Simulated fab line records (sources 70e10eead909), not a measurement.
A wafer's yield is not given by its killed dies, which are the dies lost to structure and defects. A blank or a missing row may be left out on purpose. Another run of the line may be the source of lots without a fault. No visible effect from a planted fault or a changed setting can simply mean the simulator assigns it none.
Struck lot and sound lot, side by side	flow nand harc	14 out of 1302 route steps
Sound: these wafers, L458.2, L458.3, L458.4. The struck wafers were L463.1, L463.4, L463.5. At the end, the cause is stated.
Each step with rows lists, per side, the tool, then ch with its chambers, then its first start. Under that, the readings that differ: sound wafers	struck wafers	difference of the means	sigmas: that difference in standard deviations of wafers without a fault.
alike: words and numbers the same on both sides, and readings whose means are apart by under 2 such deviations; not compared: readings that were withheld, readings missing a value for some wafer, numbers with overlapping values and no deviation given by the record, and bounds like >300 which may hide the same value.
The two part at a step that has a row with sigmas, a row that says differs or no value, or rows on one side only. Numbers that don't overlap but have no deviation are shown without sigmas and don't part them. Lack of a reading on every wafer of one side parts them only where that side has two or more wafers.

first, 2 steps without rows for these wafers: NHARC_A_SOURCE_PLATE_CVD_03 (deposits poly-Si, target thk 200 nm, time 4000 s); NHARC_A_SOURCE_PLATE_ANNEAL_05 (time 1800 s).
NHARC_A_SOURCE_PLATE_THK_MEAS_06: measures by ellipsometry.
  struck on film metro-02, day 10 05:10; sound on film metro-01, day 8 06:52
  alike: thk nm
NHARC_A_SOURCE_PLATE_INSPECT_08:
  struck on defect inspect-01, day 10 05:13; sound on defect inspect-02, day 8 06:58
  alike: raw defect count
after that, 1 step with no rows for these wafers: NHARC_A_ONON_D1_DEP_00 (target thk 1000 nm).
NHARC_A_ONON_D1_THK_MEAS_02: measures by ellipsometry.
  struck on film metro-01, day 10 05:47; sound on film metro-01, day 8 07:32
  alike: thk nm
after that, 1 step with no rows for these wafers: NHARC_A_ONON_D1_DEP_03 (target thk 1000 nm).
NHARC_A_ONON_D1_THK_MEAS_05: measures by ellipsometry.
  struck on film metro-02, day 10 06:21; sound on film metro-01, day 8 08:07
  alike: thk nm
after that, 1 step with no rows for these wafers: NHARC_A_ONON_D1_DEP_06 (target thk 1000 nm).
NHARC_A_ONON_D1_THK_MEAS_08: measures by ellipsometry.
  struck on film metro-02, day 10 06:56; sound on film metro-01, day 8 08:41
reading	sound	struck	difference	sigmas
thk nm (nm)	1012 1011 1013	968 970 970	-43	-3
NHARC_A_ONON_D1_DEP_09: target thk 1000 nm.
  sound on pecvd onon-04 ch 0, day 8 08:47; struck on pecvd onon-01 ch 0, day 10 06:59
  alike: n2 flow sccm
NHARC_A_ONON_D1_THK_MEAS_11: measures by ellipsometry.
  struck on film metro-02, day 10 07:30; sound on film metro-01, day 8 09:14
reading	sound	struck	difference	sigmas
thk nm (nm)	985 987 986	621 620 622	-365	-36
after that, 1 step with no rows for these wafers: NHARC_A_ONON_D1_DEP_12 (target thk 1000 nm).
-- record jumps: 16 days between struck wafers' starts before vs after; left off in module A_ONON_D1, resumes in module END, first step shown is number 1302 of the route --
NHARC_END_SORT_01:
  the record has rows for the struck wafers here (prober-02 ch 0, day 26 11:40) and none for the sound ones

WHERE THEY PART
Earliest at NHARC_A_ONON_D1_THK_MEAS_08; latest, in this record, at NHARC_END_SORT_01.

WHY: what the simulator had put in
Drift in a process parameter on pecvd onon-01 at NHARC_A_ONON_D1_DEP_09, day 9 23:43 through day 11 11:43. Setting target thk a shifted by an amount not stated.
